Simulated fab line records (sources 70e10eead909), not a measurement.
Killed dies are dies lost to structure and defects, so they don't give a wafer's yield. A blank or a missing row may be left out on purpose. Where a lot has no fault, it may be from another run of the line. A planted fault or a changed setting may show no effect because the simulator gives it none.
Matching of chambers    flow nand harc    4 sister chambers for NHARC_A_STAIRCASE_DESCUM_443 on rie diel-08
The step chemistry O2, time 3 s. 14 wafers are shown with their chamber, then 7 later ones without.

WAFERS, EACH WITH ITS CHAMBER
wafer   chamber  showerhead plenum p Torr (Torr)  drypump motor current A (A)  oes product au (a.u.)
L082.2  1        1.79                             6.3                          1.016
L082.4  2        1.95                             5.5                          1.022
L082.5  0        1.92                             6.3                          1.011
L079.1  3        1.88                             5.8                          1.013
L079.2  0        1.92                             6.3                          0.997
L079.6  2        1.95                             5.5                          1.014
L088.1  1        1.79                             6.2                          1.002
L088.3  3        1.87                             5.8                          0.997
L088.4  2        1.95                             5.5                          1.018
L089.2  1        1.79                             6.2                          1.030
L089.4  0        1.92                             6.3                          0.986
L089.5  3        1.87                             5.8                          1.003
L090.2  0        1.92                             6.3                          0.994
L090.4  1        1.79                             6.2                          1.031

SIGNATURES (means of the wafers above)
reading                   chamber 0  chamber 1  chamber 2  chamber 3  scatter within a chamber
showerhead plenum p Torr  1.9200     1.7900     1.9500     1.8733     0.00258
drypump motor current A   6.300      6.225      5.500      5.800      0.0274
oes product au            0.99700    1.01975    1.01800    1.00433    0.0102
Rule: for a wafer and a chamber, the distance is found by dividing, reading by reading, the gap between the wafer's reading and the chamber's mean by the reading's scatter, squaring, summing and taking the root. If the next closest chamber is less than 2 further off than the closest, the wafer can't be placed; otherwise it belongs to the closest. The scatter: the root of (the sum of the squares of (reading less its chamber's mean) over the shown wafers, divided by (wafers less chambers)).

WAFERS WITH NO CHAMBER GIVEN
wafer   showerhead plenum p Torr (Torr)  drypump motor current A (A)  oes product au (a.u.)
L090.5  1.92                             6.3                          0.993
L094.1  1.94                             5.6                          1.008
L094.2  1.87                             5.8                          1.005
L094.5  1.95                             5.5                          1.009
L096.1  1.94                             5.5                          1.007
L096.2  1.79                             6.3                          1.018
L096.3  1.87                             5.8                          0.997

THE CHAMBER EACH PASSED THROUGH
wafer   from the rows above  in truth
L090.5  0                    0
L094.1  2                    2
L094.2  3                    3
L094.5  2                    2
L096.1  2                    2
L096.2  1                    1
L096.3  3                    3
Correct placement for 7 of the 7. Can't be placed from these rows: 0. 0 placed wrongly.
